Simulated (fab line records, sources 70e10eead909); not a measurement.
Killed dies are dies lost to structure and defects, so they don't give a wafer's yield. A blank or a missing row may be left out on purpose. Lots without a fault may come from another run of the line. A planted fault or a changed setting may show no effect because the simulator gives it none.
fab line records | flow nand_harc | part 2 of 2: steps 5 to 6 of 6
record lots=21 wafers=63 last_day=34
route steps=1302 shown A_STAIRCASE@701
lots that met no fault: from a run of the same line without faults
start_h: hours from the record's first day to the start of the lot's first wafer shown | wait_h: hours since the lot's step before | " the same as in the row above | L1.1+2: a row that stands for several wafers | - no value, or no start given | * or withheld: withheld | < > ~ a bound
route shown NAME@n: a module of which the file shows steps, and the number in the route of the first | usual: mean/standard deviation of fault-free wafers | same: alike in all rows | chamber/n: place in a boat | sites: the reading at each site | _std_site: their standard deviation | _edge_site: outer sites' mean less inner sites' | radius_mm: how far each site lies from the wafer's centre | mask NAME#n: copy n | behind: the tool/chamber that last shaped the wafer | hold: why the lot was held/for how many hours/how that ended | device: the transistor (n, p or np) that didn't switch | end of line: the same wafers' tests at the end of the route | a step without rows: its recipe alone | killed: dies lost to structure and defects at the first sort, not the wafer's yield | map: a wafer's dies, x killed, . not, _ none there
set.NAME: the setting as run; set.NAME@STEP: as run at that earlier step | model.NAME: the simulator's own value behind a step, which no gauge read
steps of the route over a sample of lots; a table a step, a row a wafer
services: from which hour (start_h, from the record's first day; less than 0 if before it) a tool's chamber was out of use, for how many hours, and why
## steps
# step NHARC_A_STAIRCASE_TRIM_226
# recipe time_s=211.2 o2_flow_sccm=500 ar_flow_sccm=0 bias_w=0 chemistry=O2
# usual drypump_motor_current_A=5.7/0.54 mfc_ar_sccm=0.0013/0.002 oes_product_au=1.002/0.008 rf_vpp_V=57.8/1 showerhead_plenum_p_Torr=3.53/0.18 throttle_valve_pct=17.036/0.0098
# columns lot.wafer tool chamber start_h wait_h drypump_motor_current_A mfc_ar_sccm oes_product_au rf_hours_counter_h rf_vpp_V showerhead_plenum_p_Torr throttle_valve_pct
L075.1 rie_diel-13 1 - - 6.3 0 1.003 4 56.6 3.31 17.039
L075.2 " 3 " " 5.4 0.0062 1.007 4 55.7 3.66 17.024
L075.5 " 2 " " 5.3 0 0.997 - 56.1 3.37 17.049
L074.2 rie_diel-13 2 - - 5.3 0 1.004 4 57.7 3.37 17.027
L074.4 " 3 " " 5.4 0.0062 1.009 4 59.0 3.66 17.026
L074.3 " 0 " " 6.2 0.0019 0.996 4 58.0 3.51 17.029
L077.4 rie_diel-12 0 - - 4.9 0 0.986 45 56.9 3.32 17.027
L077.3 " 3 " " 5.7 0.0023 0.999 42 57.3 3.63 17.033
L077.5 " 1 " " 6.5 0 1.019 - 58.0 3.49 17.032
L079.2 rie_diel-13 3 - - 5.4 0.0062 1.001 19 57.8 3.65 17.020
L079.4 " 1 " " 6.3 0 1.014 18 57.1 3.31 17.045
L079.1 " 2 " " 5.3 0 1.002 13 56.5 3.37 17.039
L078.4 rie_diel-02 3 - - 6.0 0 1.008 - 57.4 3.42 17.030
L078.5 " 0 " " 5.8 0.0037 0.998 - 59.3 3.77 17.046
L078.6 " 1 " " 5.0 0 0.997 - 58.6 3.81 17.045
L081.1 rie_diel-02 1 - - 5.0 0 0.985 10 58.3 3.80 17.047
L081.2 " 2 " " 6.6 0 1.012 7 57.6 3.46 17.059
L081.5 " 1 " " 5.0 0 0.986 - 57.4 3.80 17.036
L083.2 rie_diel-13 3 - - 5.4 0.0062 0.989 29 57.3 3.64 17.039
L083.3 " 0 " " 6.3 0.0019 0.998 28 57.9 3.50 17.033
L083.6 " 1 " " 6.3 0 1.000 - 56.8 3.30 17.027
L084.3 rie_diel-12 1 - - 6.5 0 1.007 3 57.4 3.48 17.019
L084.1 " 3 " " 5.7 0.0023 1.002 3 58.0 3.62 17.023
L084.6 " 2 " " 5.1 0 1.008 - 57.1 3.81 17.028
L085.1 rie_diel-12 3 - - 5.7 0.0023 0.992 7 57.5 3.62 17.045
L085.3 " 0 " " 4.9 0 1.000 4 57.4 3.31 17.039
L085.6 " 2 " " 5.1 0 1.018 - 59.7 3.80 17.041
L086.4 rie_diel-13 3 - - 5.4 0.0062 0.999 41 58.1 3.64 17.036
L086.6 " 2 " " 5.3 0 1.002 - 56.4 3.35 17.036
L086.5 " 3 " " 5.4 0.0062 1.009 - 57.2 3.64 17.044
L087.3 rie_diel-02 3 - - 6.0 0 0.996 23 58.7 3.41 17.034
L087.2 " 0 " " 5.8 0.0037 0.994 29 58.1 3.76 17.029
L087.4 " 1 " " 5.0 0 0.990 29 59.5 3.79 17.019
L088.3 rie_diel-02 1 - - 5.0 0 1.002 36 56.8 3.79 17.037
L088.2 " 2 " " 6.6 0 1.007 39 57.4 3.45 17.030
L088.5 " 3 " " 5.9 0 1.010 - 59.4 3.40 17.038
L089.4 rie_diel-13 1 - - 6.3 0 1.006 49 57.1 3.29 17.036
L089.2 " 2 " " 5.2 0 1.000 50 55.8 3.35 17.044
L089.5 " 1 " " 6.3 0 1.008 - 55.9 3.29 17.019
L090.1 rie_diel-02 0 - - 5.8 0.0037 1.007 44 58.1 3.75 17.039
L090.4 " 1 " " 5.0 0 0.997 - 59.5 3.78 17.031
L090.5 " 3 " " 5.9 0 0.999 - 56.0 3.40 17.042
L091.1 rie_diel-02 1 - - 5.0 0 0.990 42 57.9 3.78 17.040
L091.3 " 0 " " 5.8 0.0037 1.001 45 58.7 3.75 17.052
L091.5 " 0 " " 5.8 0.0037 0.997 - 57.2 3.75 17.037
L092.3 rie_diel-13 3 - - 5.4 0.0062 1.003 2 56.8 3.63 17.035
L092.1 " 0 " " 6.2 0.0019 1.002 3 56.7 3.49 17.051
L092.5 " 3 " " 5.4 0.0062 1.003 - 56.7 3.63 17.021
L093.3 rie_diel-02 1 - - 5.0 0 0.992 47 57.8 3.78 17.041
L093.5 " 3 " " 5.9 0 1.006 - 58.3 3.39 17.026
L093.4 " 0 " " 5.8 0.0037 1.000 - 57.3 3.75 17.043
L096.1 rie_diel-02 1 - - 5.0 0 1.005 55 56.6 3.78 17.031
L096.3 " 2 " " 6.6 0 1.009 52 56.2 3.44 17.026
L096.6 " 1 " " 5.0 0 1.006 - 57.2 3.78 17.032
L094.3 rie_diel-12 3 - - 5.8 0.0023 0.995 41 57.8 3.60 17.039
L094.2 " 1 " " 6.5 0 0.997 36 58.4 3.46 17.039
L094.4 " 2 " " 5.1 0 1.011 38 57.0 3.79 17.057
L095.4 rie_diel-12 2 - - 5.1 0 1.015 39 59.6 3.79 17.006
L095.6 " 2 " " 5.1 0 1.005 - 60.0 3.79 17.037
L095.5 " 3 " " 5.8 0.0023 0.984 - 58.3 3.60 17.054
L097.3 rie_diel-13 2 - - 5.3 0 0.999 22 58.4 3.34 17.029
L097.4 " 3 " " 5.4 0.0062 1.018 18 59.4 3.62 17.054
L097.5 " 2 " " 5.3 0 1.000 - 58.6 3.34 17.041
# step NHARC_A_STAIRCASE_ETCH_292
# recipe cf4_flow_sccm=100 chf3_flow_sccm=30 ar_flow_sccm=0 rf_w=500 bias_w=200 chemistry=CF4/CHF3
# usual drypump_motor_current_A=5.7/0.56 mfc_ar_sccm=0.0012/0.002 oes_product_au=0.933/0.017 rf_vpp_V=370.1/2.6 showerhead_plenum_p_Torr=1.56/0.075 throttle_valve_pct=16.801/0.0095
# columns lot.wafer tool chamber start_h wait_h drypump_motor_current_A mfc_ar_sccm oes_product_au rf_hours_counter_h rf_vpp_V showerhead_plenum_p_Torr throttle_valve_pct
L074.3 rie_diel-12 1 381.00 0.1 6.5 0 0.933 36 370.4 1.56 16.810
L074.2 " 3 " " 5.7 0.0023 0.933 34 371.3 1.62 16.793
L074.4 " 3 " " 5.7 0.0023 0.927 - 373.0 1.62 16.801
L075.1 rie_diel-13 2 381.14 0.1 5.2 0 0.938 6 369.1 1.50 16.807
L075.2 " 3 " " 5.4 0.0062 0.931 11 372.9 1.63 16.813
L075.5 " 3 " " 5.4 0.0062 0.933 - 374.5 1.63 16.806
L077.3 rie_diel-02 0 420.81 0.1 5.8 0.0037 0.969 7 373.1 1.68 16.794
L077.4 " 1 " " 5.0 0 0.966 8 373.3 1.70 16.793
L077.5 " 0 " " 5.8 0.0037 0.963 - 374.4 1.68 16.803
L079.4 rie_diel-12 3 426.57 0.3 5.7 0.0023 0.929 51 371.7 1.62 16.802
L079.1 " 0 " " 4.9 0 0.914 56 367.3 1.48 16.790
L079.2 " 1 " " 6.5 0 0.929 56 369.8 1.55 16.801
L078.6 rie_diel-02 2 427.11 0.2 6.5 0 0.916 - 368.4 1.54 16.794
L078.4 " 3 " " 5.9 0 0.930 - 368.5 1.52 16.797
L078.5 " 1 " " 5.0 0 0.915 - 373.9 1.70 16.802
L081.1 rie_diel-02 2 447.05 0.1 6.5 0 0.924 15 369.6 1.54 16.803
L081.2 " 0 " " 5.8 0.0037 0.913 13 372.8 1.68 16.808
L081.5 " 2 " " 6.5 0 0.920 - 369.6 1.54 16.796
L083.2 rie_diel-13 3 461.87 0.1 5.4 0.0062 0.924 34 371.9 1.62 16.804
L083.3 " 0 " " 6.2 0.0019 0.924 32 370.9 1.56 16.801
L083.6 " 1 " " 6.3 0 0.919 - 367.3 1.47 16.800
L084.3 rie_diel-13 3 477.58 0.1 5.4 0.0062 0.918 39 371.1 1.62 16.799
L084.1 " 2 " " 5.3 0 0.933 36 367.5 1.50 16.790
L084.6 " 1 " " 6.3 0 0.920 - 366.0 1.47 16.792
L085.1 rie_diel-13 1 486.94 0.1 6.3 0 0.920 41 368.3 1.47 16.804
L085.3 " 2 " " 5.3 0 0.936 39 368.9 1.50 16.789
L085.6 " 0 " " 6.2 0.0019 0.932 - 368.9 1.56 16.797
L086.5 rie_diel-13 1 503.26 0.4 6.3 0 0.920 - 366.2 1.47 16.796
L086.6 " 2 " " 5.3 0 0.925 - 369.0 1.49 16.794
L086.4 " 0 " " 6.2 0.0019 0.929 - 371.1 1.56 16.806
L087.2 rie_diel-13 1 503.29 0.4 6.2 0 0.923 43 367.1 1.47 16.796
L087.3 " 0 " " 6.2 0.0019 0.923 39 370.5 1.56 16.808
L087.4 " 0 " " 6.2 0.0019 0.921 - 370.1 1.56 16.819
L088.3 rie_diel-12 1 526.75 0.2 6.5 0 0.933 21 370.3 1.55 16.796
L088.2 " 2 " " 5.1 0 0.944 26 374.1 1.69 16.813
L088.5 " 0 " " 4.9 0 0.927 - 367.1 1.47 16.800
L089.4 rie_diel-02 3 532.45 0.1 5.9 0 0.917 42 368.4 1.51 16.786
L089.2 " 1 " " 5.0 0 0.923 43 373.7 1.69 16.803
L089.5 " 0 " " 5.8 0.0037 0.926 - 373.8 1.67 16.788
L090.4 rie_diel-13 0 541.18 0.1 6.2 0.0019 0.920 3 369.0 1.56 16.809
L090.1 " 1 " " 6.2 0 0.926 3 368.4 1.46 16.789
L090.5 " 0 " " 6.3 0.0019 0.910 - 371.4 1.55 16.788
L091.3 rie_diel-02 2 543.40 0.1 6.6 0 0.973 47 369.6 1.54 16.790
L091.1 " 3 " " 5.9 0 0.956 44 368.0 1.51 16.800
L091.5 " 2 " " 6.6 0 0.967 - 368.7 1.54 16.791
L092.3 rie_diel-13 0 551.55 0.1 6.2 0.0019 0.916 5 370.7 1.55 16.817
L092.1 " 1 " " 6.3 0 0.918 5 368.3 1.46 16.794
L092.5 " 0 " " 6.2 0.0019 0.915 - 370.1 1.55 16.801
L093.4 rie_diel-12 1 567.82 0.1 6.5 0 0.938 35 370.2 1.54 16.810
L093.3 " 3 " " 5.8 0.0023 0.925 39 372.2 1.61 16.792
L093.5 " 2 " " 5.1 0 0.945 - 374.7 1.69 16.800
L096.1 rie_diel-13 3 585.32 0.1 5.4 0.0062 0.925 15 374.2 1.62 16.790
L096.3 " 1 " " 6.2 0 0.939 16 366.9 1.46 16.805
L096.6 " 3 " " 5.4 0.0062 0.921 - 371.3 1.62 16.786
L094.4 rie_diel-12 3 588.01 0.1 5.7 0.0023 0.908 46 370.5 1.61 16.783
L094.3 " 1 " " 6.5 0 0.922 43 371.5 1.54 16.813
L094.2 " 2 " " 5.1 0 0.935 43 375.2 1.69 16.811
L095.4 rie_diel-12 3 588.50 0.1 5.7 0.0023 0.919 46 370.4 1.61 16.795
L095.5 " 0 " " 4.9 0 0.919 - 367.5 1.46 16.797
L095.6 " 1 " " 6.5 0 0.935 - 369.9 1.54 16.778
L097.4 rie_diel-12 1 605.13 0.1 6.5 0 0.931 51 370.5 1.54 16.807
L097.3 " 2 " " 5.1 0 0.927 47 374.5 1.69 16.795
L097.5 " 3 " " 5.7 0.0023 0.915 - 371.8 1.60 16.812
## services
# columns tool chamber start_h hours kind
rie_diel-13 - 344.18 9.0 pm
rie_diel-13 0 344.18 9.0 vent_cycle
rie_diel-13 1 344.18 9.0 vent_cycle
rie_diel-13 2 344.18 9.0 vent_cycle
rie_diel-13 3 344.18 9.0 vent_cycle
rie_diel-13 0 353.18 - clean
rie_diel-13 0 353.18 - consumable_replace:esc
rie_diel-13 1 353.18 - clean
rie_diel-13 2 353.18 - clean
rie_diel-13 3 353.18 - clean
rie_diel-13 - 359.23 0.7 repair
rie_diel-13 2 366.09 6.4 repair
rie_diel-02 0 377.40 2.1 repair
rie_diel-12 2 378.86 2.6 repair
rie_diel-02 - 394.46 9.0 pm
rie_diel-13 - 423.11 5.7 repair
rie_diel-02 0 424.08 12.3 repair
rie_diel-02 3 434.93 28.6 repair
rie_diel-12 - 445.82 9.0 pm
rie_diel-12 1 469.74 9.5 repair
rie_diel-13 0 475.54 6.6 repair
rie_diel-13 3 499.83 6.7 repair
rie_diel-13 - 521.79 9.0 pm
rie_diel-02 2 547.77 7.8 repair
